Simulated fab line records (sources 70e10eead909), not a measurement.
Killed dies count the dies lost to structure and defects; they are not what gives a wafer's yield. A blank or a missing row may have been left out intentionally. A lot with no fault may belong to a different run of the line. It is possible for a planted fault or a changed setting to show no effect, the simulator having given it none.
A lot that was struck, set against a sound lot | flow nand_harc | 13 out of 1302 route steps
Sound: these wafers, L597.2, L597.4, L597.5. Struck: wafers L606.1, L606.5. (L606.4 of the same lot was not struck and is left out.) The cause comes at the end.
At each step with rows: each side's tool, then ch and its chambers, then its first start. Under that, the readings that differ: sound wafers | struck wafers | difference of the means | sigmas: that difference in standard deviations of wafers without a fault.
alike: words and numbers the same on both sides, and readings whose means are apart by under 2 such deviations; not compared: readings that were withheld, readings missing a value for some wafer, numbers with overlapping values and no deviation given by the record, and bounds like >300 which may hide the same value.
Wherever a step has rows on one side only, a row that says differs or no value, or a row with sigmas, the two part there. Non-overlapping numbers with no deviation appear without sigmas and do not part them. Lack of a reading on every wafer of one side parts them only where that side has two or more wafers.

NHARC_A_WL_FILL_CVD_03: deposits W, target thk 40 nm, time 279 s.
  sound on cvd_w-01 ch 0,1, day 20 21:19; struck on cvd_w-02 ch 0,1, day 23 22:41
  reading              | sound                | struck        | difference | sigmas
  susceptor_temp_C (C) | 299.92 300.04 299.91 | 300.32 300.42 | +0.41      | +2
  alike: heater_power_w, throttle_valve_pct
then, 1 step without rows for these wafers: NHARC_A_WL_FILL_ETCHBACK_04 (etches the open film in NF3, target depth 60 nm, time 120 s).
NHARC_A_WL_FILL_ETCHBACK_05: etches the open film in Cl2/BCl3, target depth 22 nm, time 60 s.
  sound on rie_metal-02 ch 0,1, day 20 21:53; struck on rie_metal-02 ch 0,1, day 23 23:18
  alike: drypump_motor_current_A, oes_product_au, run_length_s
  not compared: rf_hours_counter_h
NHARC_A_WL_FILL_STRIP_27: strips in N2/H2, time 20 s.
  sound on plasma_asher-02 ch 0,1, day 20 22:01; struck on plasma_asher-01 ch 0,1, day 23 23:28
  alike: drypump_motor_current_A, heater_power_w
  not compared: rf_hours_counter_h
then, 4 steps without rows for these wafers: NHARC_A_WL_FILL_STRIP_28 (strips in post etch residue remover, time 1200 s); NHARC_A_WL_FILL_PRECLEAN_06 (cleans in DIW, time 300 s); NHARC_A_WL_FILL_SRD_07; NHARC_A_WL_FILL_ANNEAL_08 (time 1800 s).
NHARC_A_WL_FILL_ALD_10: deposits SiO2, target thk 50 nm, pulse time 10 s, ald cycles 500.
  sound on ald_hk-01 ch 0,2,3, day 21 07:47; struck on ald_hk-04 ch 0,2, day 24 05:24
  alike: heater_power_w, precursor_pulse_height_rel, susceptor_temp_C
NHARC_A_WL_FILL_ETCHBACK_16: etches the open film in C4F8/O2/Ar, target depth 120 nm, time 24 s.
  sound on rie_diel-12 ch 1,3; struck on rie_diel-12 ch 0,2
  alike: oes_product_au, rf_vpp_V, run_length_s
  not compared: rf_hours_counter_h
then, 1 step without rows for these wafers: NHARC_A_WL_FILL_STRIP_29 (strips in O2, time 20 s).
NHARC_A_WL_FILL_ETCHBACK_17: etches the open film in Cl2/BCl3, target depth 4 nm, time 26.7 s.
  sound on rie_metal-03 ch 0,1, day 21 11:37; struck on rie_metal-03 ch 0, day 24 09:11
  reading          | sound          | struck    | difference | sigmas
  run_length_s (s) | 48.4 47.7 47.9 | 34.7 35.0 | -13.1      | -31
  alike: drypump_motor_current_A, oes_product_au
  not compared: rf_hours_counter_h
then, 1 step without rows for these wafers: NHARC_A_WL_FILL_PRECLEAN_18 (cleans in dHF, time 30 s).

== WHERE THEY PART ==
At NHARC_A_WL_FILL_CVD_03 first; at NHARC_A_WL_FILL_ETCHBACK_17 last (within this record only).

WHY: whatever the simulator had introduced
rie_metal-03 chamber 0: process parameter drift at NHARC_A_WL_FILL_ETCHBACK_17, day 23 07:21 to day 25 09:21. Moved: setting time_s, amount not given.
